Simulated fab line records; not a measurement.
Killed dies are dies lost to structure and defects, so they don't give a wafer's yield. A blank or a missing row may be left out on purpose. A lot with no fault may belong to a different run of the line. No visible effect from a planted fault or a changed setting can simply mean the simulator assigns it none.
Problem report in the 8D (eight disciplines) form, filled by code / flow nand harc / the parts of the form that need people (team, actions taken, sign-off) are left out

## 1. THE PROBLEM
At NHARC_END_SORT_01, killed at periphery averages 616.8 over 6 wafers from 2 lots, while fault-free wafers read 3.8, standard deviation 2.5. That is +99 or more standard deviations from the usual mean.
First seen on wafer L694.1, day 26 05:54, on prober-02. At this step, 6 wafers from 2 lots have a number in the record. The rule behind "out" and "out of limits": a value lying over 4 standard deviations away from the usual mean. The rest of the wafers with a number are treated as sound.

## 2. WHAT IT IS, AND WHAT IT ISN'T
question=which readings at this step; is=killed at periphery, killed dies; is not=killed at array, killed at other, killed open, killed short
question=which lots; is=L694, L695; is not=-
question=which wafers of those lots; is=all that have a number; is not=-
question=read on which gauges; is=prober-01, prober-02; is not=-
question=when; is=from day 26 05:54; is not=up to then (0 sound wafers)

## 3. THE SUSPECTS, EACH WITH WHAT RULES IT OUT
Counting: a tool stays on the suspect list if, at a process step up to the reading, it processed all lots that are out and no sound lot following the first of them.
- the gauge at NHARC_END_SORT_01 has been ruled out. Those wafers that are out were read across 2 gauges (prober-01, prober-02).
- rie diel-01 at NHARC_P_GATE_HM_OPEN_105 (chemistry O2/COS, target depth 360 nm): kept. It ran every lot that is out, first L694 (day 7 17:32), and no sound lot after that. With no start given for some of its lots, NHARC_P_GATE_HM_OPEN_105 uses the hours and lot order of NHARC_P_GATE_ALD_36.
- rie diel-12 at NHARC_P_GATE_ETCHBACK_37 (etches the open film in CHF3/O2, target depth 34.5 nm, time 17.2 s): kept. It ran every lot that is out, first L694 (day 8 03:02), and no sound lot after that.
- rie diel-12 at NHARC_P_GATE_STRIP_101 (strips in O2, time 20 s): kept. It ran every lot that is out, first L694 (day 8 03:07), and no sound lot after that.
After the count, these remain: rie diel-01 at NHARC_P_GATE_HM_OPEN_105, rie diel-12 at NHARC_P_GATE_ETCHBACK_37 and rie diel-12 at NHARC_P_GATE_STRIP_101.

## 4. THE CAUSE (what the simulator had put in)
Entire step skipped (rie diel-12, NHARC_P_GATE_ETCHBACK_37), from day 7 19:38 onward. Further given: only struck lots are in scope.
3 suspects survive the count, and this tool is in that group.

## 5. THE CHAIN OF EFFECTS, in route order
Each row: a reading where the mean over the struck wafers with a number is more than 3 standard deviations away from the usual. Only readings for which the record gives a usual standard deviation are gone through. hours: the time from each lot's start at the first step in this table that gives one to its start at this step, as a median over the lots. sigmas: the change in usual standard deviations.
hours=0; step=NHARC_END_SORT_01; reading=killed at periphery; usual=3.8; on struck wafers=616.8; change=+613.0; sigmas=+99 or more
hours=0; step=NHARC_END_SORT_01; reading=killed dies; usual=64; on struck wafers=677; change=+613; sigmas=+32
Readings that are blank on the struck wafers while sound wafers have them: bias w at NHARC_P_GATE_ETCHBACK_37; chamber pressure mTorr at NHARC_P_GATE_ETCHBACK_37; drypump motor current A at NHARC_P_GATE_ETCHBACK_37; oes product au at NHARC_P_GATE_ETCHBACK_37; rf vpp V at NHARC_P_GATE_ETCHBACK_37; showerhead plenum p Torr at NHARC_P_GATE_ETCHBACK_37; throttle valve pct at NHARC_P_GATE_ETCHBACK_37.

## 6. WHAT WOULD HAVE CAUGHT IT SOONER
In this record the first reading out of limits at a measuring or inspecting step was taken at day 26 05:54, 442 hours after the fault began at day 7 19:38.
At NHARC_P_GATE_ETCHBACK_37 the tool's readings are blank on the struck wafers, where sound wafers have them: an empty tool record is the first sign, and it was there at once.
The start of NHARC_P_GATE_ETCHBACK_37 on rie diel-12 came by day 26 05:54 for every one of the lots that are out (2). Tool hold at that time: it would have spared none of them.
